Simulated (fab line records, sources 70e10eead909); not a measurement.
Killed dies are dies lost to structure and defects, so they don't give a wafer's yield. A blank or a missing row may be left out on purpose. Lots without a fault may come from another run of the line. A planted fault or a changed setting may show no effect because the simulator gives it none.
Chamber matching | flow nand_harc | NHARC_P_M1_DEP_33 on pecvd-04: 3 sister chambers
The step deposits SiCN, target thk 30 nm. 3 wafers are shown with their chamber, then 11 later ones without.

WAFERS WITH THEIR CHAMBER
wafer  | chamber | heater_power_w (W)
L085.1 | 2       | 490
L085.6 | 1       | 602
L087.1 | 0       | 535

WAFERS WITHOUT THEIR CHAMBER
wafer  | heater_power_w (W)
L087.4 | 545
L087.6 | 653
L089.3 | 496
L089.5 | 679
L089.6 | 561
L093.3 | 514
L093.4 | 525
L093.5 | 577
L096.2 | 458
L096.3 | 686
L096.5 | 623

WHICH CHAMBER EACH WENT THROUGH
wafer  | from the rows above          | in truth
L087.4 | can't be placed: 0 or 2 or 1 | 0
L087.6 | can't be placed: 1 or 0      | 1
L089.3 | can't be placed: 2 or 0      | 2
L089.5 | can't be placed: 1 or 0      | 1
L089.6 | can't be placed: 0 or 1 or 2 | 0
L093.3 | can't be placed: 0 or 2 or 1 | 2
L093.4 | can't be placed: 0 or 2 or 1 | 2
L093.5 | can't be placed: 1 or 0 or 2 | 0
L096.2 | can't be placed: 2 or 0      | 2
L096.3 | can't be placed: 1 or 0      | 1
L096.5 | can't be placed: 1 or 0      | 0
Placed correctly: 0 of 11. Can't be placed from these rows: 11 (the true chamber is among the candidates in 11). Placed wrongly: 0.
How it was worked out, from the rows above alone: a wafer's distance from a chamber is the root of the sum, over the readings, of the square of ((its reading less the chamber's mean) divided by the reading's scatter). The wafer belongs to the nearest chamber; if the next one is less than 2 further off, it can't be placed. A chamber's mean is the mean of its shown wafers. The scatter: with one shown wafer a chamber, the root of the mean of the squares of how far each hidden wafer lies from its nearest shown one.
